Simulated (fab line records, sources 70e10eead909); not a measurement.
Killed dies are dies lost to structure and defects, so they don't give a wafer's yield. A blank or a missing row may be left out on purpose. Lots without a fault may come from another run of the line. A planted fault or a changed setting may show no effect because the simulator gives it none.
Chamber matching | flow nand_harc | NHARC_A_STAIRCASE_DESCUM_270 on rie_diel-04: 4 sister chambers
The step chemistry O2, time 3 s. 8 wafers are shown with their chamber, then 7 later ones without.

WAFERS WITH THEIR CHAMBER
wafer  | chamber | showerhead_plenum_p_Torr (Torr) | drypump_motor_current_A (A)
L076.1 | 1       | 2.05                            | 4.9
L079.1 | 0       | 1.86                            | 5.7
L079.6 | 1       | 2.05                            | 4.8
L081.3 | 3       | 2.07                            | 5.9
L081.4 | 0       | 1.85                            | 5.7
L081.5 | 2       | 1.88                            | 5.6
L083.1 | 2       | 1.88                            | 5.6
L083.5 | 3       | 2.07                            | 5.9

WAFERS WITHOUT THEIR CHAMBER
wafer  | showerhead_plenum_p_Torr (Torr) | drypump_motor_current_A (A)
L083.6 | 1.85                            | 5.7
L094.2 | 1.84                            | 5.7
L094.3 | 2.06                            | 5.9
L094.4 | 2.03                            | 4.8
L096.1 | 1.87                            | 5.6
L096.2 | 1.84                            | 5.7
L096.5 | 1.87                            | 5.6

WHICH CHAMBER EACH WENT THROUGH
wafer  | from the rows above | in truth
L083.6 | 0                   | 0
L094.2 | 0                   | 0
L094.3 | 3                   | 3
L094.4 | 1                   | 1
L096.1 | 2                   | 2
L096.2 | 0                   | 0
L096.5 | 2                   | 2
Placed correctly: 7 of 7. Can't be placed from these rows: 0. Placed wrongly: 0.
How it was worked out, from the rows above alone: a wafer's distance from a chamber is the root of the sum, over the readings, of the square of ((its reading less the chamber's mean) divided by the reading's scatter). The wafer belongs to the nearest chamber; if the next one is less than 2 further off, it can't be placed. A chamber's mean is the mean of its shown wafers. The scatter: the root of (the sum of the squares of (reading less its chamber's mean) over the shown wafers, divided by (wafers less chambers)).
